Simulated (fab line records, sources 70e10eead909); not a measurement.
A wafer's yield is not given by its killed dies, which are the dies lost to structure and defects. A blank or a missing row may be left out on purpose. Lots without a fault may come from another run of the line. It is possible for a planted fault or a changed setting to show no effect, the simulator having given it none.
Matching of chambers | flow nandHarc | NHARC_A_STAIRCASE_CMP_472 on cmp-02: 4 sister chambers
The step polishes SiO2. 4 wafers are shown with their chamber, then 8 later ones without.

WAFERS PAIRED WITH THEIR CHAMBERS
wafer  | chamber | motorCurrentA (A)
L081.6 | 1       | 12.1
L086.3 | 2       | 10.1
L086.4 | 3       | 11.4
L090.1 | 0       | 11.8

WAFERS WITHOUT THEIR CHAMBER
wafer  | motorCurrentA (A)
L090.3 | 11.2
L090.6 | 10.7
L092.2 | 10.8
L092.3 | 13.0
L092.5 | 10.6
L095.1 | 11.0
L095.2 | 12.2
L095.4 | 11.0

EACH ONE'S CHAMBER
wafer  | from the rows above               | in truth
L090.3 | can't be placed: 3 or 0 or 1 or 2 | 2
L090.6 | can't be placed: 2 or 3 or 0 or 1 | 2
L092.2 | can't be placed: 3 or 2 or 0 or 1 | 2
L092.3 | can't be placed: 1 or 0 or 3      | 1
L092.5 | can't be placed: 2 or 3 or 0 or 1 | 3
L095.1 | can't be placed: 3 or 0 or 2 or 1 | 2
L095.2 | can't be placed: 1 or 0 or 3      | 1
L095.4 | can't be placed: 3 or 0 or 2 or 1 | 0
0 of 8 placed correctly. Unplaceable from these rows: 8, with the true chamber sitting among the candidates in 8. Placed wrongly: 0.
How it was worked out, from the rows above alone: a wafer's distance from a chamber is the root of the sum, over the readings, of the square of ((its reading less the chamber's mean) divided by the reading's scatter). If the next closest chamber is less than 2 further off than the closest, the wafer can't be placed; otherwise it belongs to the closest. For every chamber, the mean is computed from those of its wafers that are shown. The scatter (one wafer shown for each chamber): square how far every hidden wafer sits from the nearest shown wafer, average those squares and take the square root.
